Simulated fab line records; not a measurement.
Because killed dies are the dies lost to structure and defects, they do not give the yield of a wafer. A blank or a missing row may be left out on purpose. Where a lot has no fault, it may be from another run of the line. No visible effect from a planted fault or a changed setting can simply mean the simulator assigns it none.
Check of tool commonality / flow nandHarc / 42 wafers sampled across 14 lots

## WHAT PROMPTED THE OPENING
Flagged at NHARC_A_ONON_D2_THK_MEAS_24: reading thkNm, on 2 of 14 lots. Fault-free wafers read 1002 nm, with a standard deviation of 11.
Rule: a lot is flagged when every wafer of it that has a number lies more than 4 standard deviations from that mean, or none has a number. All remaining lots are regarded as sound.

lot=L427; measured=day 12 21:05; on=filmMetro-02; thkNm (nm), wafer by wafer=993 991 993; flag=
lot=L426; measured=day 12 21:05; on=filmMetro-01; thkNm (nm), wafer by wafer=997 995 994; flag=
lot=L428; measured=day 13 21:31; on=filmMetro-02; thkNm (nm), wafer by wafer=1008 1008 1009; flag=
lot=L429; measured=day 14 11:12; on=filmMetro-02; thkNm (nm), wafer by wafer=1008 1010 1010; flag=
lot=L430; measured=day 14 11:13; on=filmMetro-01; thkNm (nm), wafer by wafer=997 994 997; flag=
lot=L431; measured=day 15 05:08; on=filmMetro-02; thkNm (nm), wafer by wafer=986 985 984; flag=
lot=L435; measured=day 16 02:55; on=filmMetro-02; thkNm (nm), wafer by wafer=986 986 987; flag=
lot=L436; measured=day 17 12:30; on=filmMetro-02; thkNm (nm), wafer by wafer=616 617 618; flag=FLAGGED
lot=L438; measured=day 17 18:50; on=filmMetro-02; thkNm (nm), wafer by wafer=629 630 629; flag=FLAGGED
lot=L442; measured=day 19 11:39; on=filmMetro-01; thkNm (nm), wafer by wafer=1010 1009 1008; flag=
lot=L444; measured=day 20 12:14; on=filmMetro-02; thkNm (nm), wafer by wafer=999 998 997; flag=
lot=L445; measured=day 20 19:20; on=filmMetro-01; thkNm (nm), wafer by wafer=989 989 988; flag=
lot=L448; measured=day 22 06:46; on=filmMetro-02; thkNm (nm), wafer by wafer=1006 1008 1008; flag=
lot=L449; measured=day 22 06:47; on=filmMetro-01; thkNm (nm), wafer by wafer=995 995 993; flag=
On average the flagged lots' numbers are 623 nm, which is -379 nm against the usual, or -34 standard deviations.

## LOT BY LOT: THE TOOL USED
2 process steps preceding the reading are held in the record, out of 1302 steps in the route. In each cell: the tool, then ch and the chambers that the sampled wafers went through, then the start.
lot=L427; flag=; NHARC_A_DECK1_JOINT_DEP_16=pecvd-01 ch 0,1, day 12 09:28; NHARC_A_ONON_D2_DEP_22=pecvdOnon-01 ch 0, day 12 20:38
lot=L426; flag=; NHARC_A_DECK1_JOINT_DEP_16=pecvd-02 ch 0,1,2, day 12 09:26; NHARC_A_ONON_D2_DEP_22=pecvdOnon-02 ch 0, day 12 20:38
lot=L428; flag=; NHARC_A_DECK1_JOINT_DEP_16=pecvd-01 ch 0,1,2, day 13 06:25; NHARC_A_ONON_D2_DEP_22=pecvdOnon-04 ch 0, day 13 20:59
lot=L429; flag=; NHARC_A_DECK1_JOINT_DEP_16=pecvd-04 ch 0,1,2, day 13 23:11; NHARC_A_ONON_D2_DEP_22=pecvdOnon-02 ch 0, day 14 10:42
lot=L430; flag=; NHARC_A_DECK1_JOINT_DEP_16=pecvd-02 ch 1,2, day 13 23:14; NHARC_A_ONON_D2_DEP_22=pecvdOnon-01 ch 0, day 14 10:50
lot=L431; flag=; NHARC_A_DECK1_JOINT_DEP_16=pecvd-04 ch 0,1,2, day 14 15:28; NHARC_A_ONON_D2_DEP_22=pecvdOnon-01 ch 0, day 15 04:37
lot=L435; flag=; NHARC_A_DECK1_JOINT_DEP_16=pecvd-01 ch 1,2, day 15 17:37; NHARC_A_ONON_D2_DEP_22=pecvdOnon-02 ch 0, day 16 02:28
lot=L436; flag=FLAGGED; NHARC_A_DECK1_JOINT_DEP_16=pecvd-02 ch 0,1,2, day 17 00:32; NHARC_A_ONON_D2_DEP_22=pecvdOnon-01 ch 0, day 17 12:00
lot=L438; flag=FLAGGED; NHARC_A_DECK1_JOINT_DEP_16=pecvd-02 ch 0,2, day 17 07:11; NHARC_A_ONON_D2_DEP_22=pecvdOnon-01 ch 0, day 17 18:26
lot=L442; flag=; NHARC_A_DECK1_JOINT_DEP_16=pecvd-02 ch 0,2, day 18 23:05; NHARC_A_ONON_D2_DEP_22=pecvdOnon-02 ch 0, day 19 11:12
lot=L444; flag=; NHARC_A_DECK1_JOINT_DEP_16=pecvd-02 ch 0,2, day 20 00:12; NHARC_A_ONON_D2_DEP_22=pecvdOnon-02 ch 0, day 20 11:47
lot=L445; flag=; NHARC_A_DECK1_JOINT_DEP_16=pecvd-04 ch 0,1, day 20 07:43; NHARC_A_ONON_D2_DEP_22=pecvdOnon-04 ch 0, day 20 18:49
lot=L448; flag=; NHARC_A_DECK1_JOINT_DEP_16=pecvd-02 ch 1,2, day 21 19:07; NHARC_A_ONON_D2_DEP_22=pecvdOnon-04 ch 0, day 22 06:16
lot=L449; flag=; NHARC_A_DECK1_JOINT_DEP_16=pecvd-02 ch 0,2, day 21 21:56; NHARC_A_ONON_D2_DEP_22=pecvdOnon-02 ch 0, day 22 06:16
What these steps do:
- NHARC_A_DECK1_JOINT_DEP_16: deposits SiO2, target thk 45 nm.
- NHARC_A_ONON_D2_DEP_22: target thk 1000 nm.
- NHARC_A_ONON_D2_THK_MEAS_24: measures by ellipsometry.

## FLAGGED AGAINST TOTAL, ONE TOOL AT A TIME (gauges that did the reading follow at the end)
step=NHARC_A_DECK1_JOINT_DEP_16; tool=pecvd-01; lots run=3; flagged=0; share of the flagged lots=none; sound lots run after its first flagged lot=-
step=NHARC_A_DECK1_JOINT_DEP_16; tool=pecvd-02; lots run=8; flagged=2; share of the flagged lots=all; sound lots run after its first flagged lot=4 (L442,L444,L448,L449)
step=NHARC_A_DECK1_JOINT_DEP_16; tool=pecvd-04; lots run=3; flagged=0; share of the flagged lots=none; sound lots run after its first flagged lot=-
step=NHARC_A_ONON_D2_DEP_22; tool=pecvdOnon-01; lots run=5; flagged=2; share of the flagged lots=all; sound lots run after its first flagged lot=0
step=NHARC_A_ONON_D2_DEP_22; tool=pecvdOnon-02; lots run=6; flagged=0; share of the flagged lots=none; sound lots run after its first flagged lot=-
step=NHARC_A_ONON_D2_DEP_22; tool=pecvdOnon-04; lots run=3; flagged=0; share of the flagged lots=none; sound lots run after its first flagged lot=-
step=NHARC_A_ONON_D2_THK_MEAS_24; tool=filmMetro-01; lots run=5; flagged=0; share of the flagged lots=none; sound lots run after its first flagged lot=-
step=NHARC_A_ONON_D2_THK_MEAS_24; tool=filmMetro-02; lots run=9; flagged=2; share of the flagged lots=all; sound lots run after its first flagged lot=2 (L444,L448)

## WHAT IS ALLOWED BY THE TABLE
All flagged lots were run by 3 table rows, namely pecvd-02 at NHARC_A_DECK1_JOINT_DEP_16, pecvdOnon-01 at NHARC_A_ONON_D2_DEP_22, filmMetro-02 at NHARC_A_ONON_D2_THK_MEAS_24.
- pecvd-02 at NHARC_A_DECK1_JOINT_DEP_16 ran 8 lots, 2 of them flagged. Lots that were sound ran on it after the first flagged one (L442, L444, L448, L449); a persistent fault on the entire tool would not allow that.
- pecvdOnon-01 at NHARC_A_ONON_D2_DEP_22 ran 5 lots, 2 of them flagged. It ran its last sound lot, L431, at day 15 04:37 and its first flagged lot, L436, at day 17 12:00: a fault with its onset between the two fits.
- filmMetro-02 at NHARC_A_ONON_D2_THK_MEAS_24 ran 9 lots, 2 of them flagged. Lots that were sound ran on it after the first flagged one (L444, L448); a persistent fault on the entire tool would not allow that.
Left over: one tool, pecvdOnon-01 at NHARC_A_ONON_D2_DEP_22.

## WHAT THE SIMULATOR PUT IN
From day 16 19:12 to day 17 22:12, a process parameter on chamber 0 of pecvdOnon-01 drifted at NHARC_A_ONON_D2_DEP_22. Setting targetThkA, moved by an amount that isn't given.
Struck lots among those shown: L436, L438. The rule above found the same.
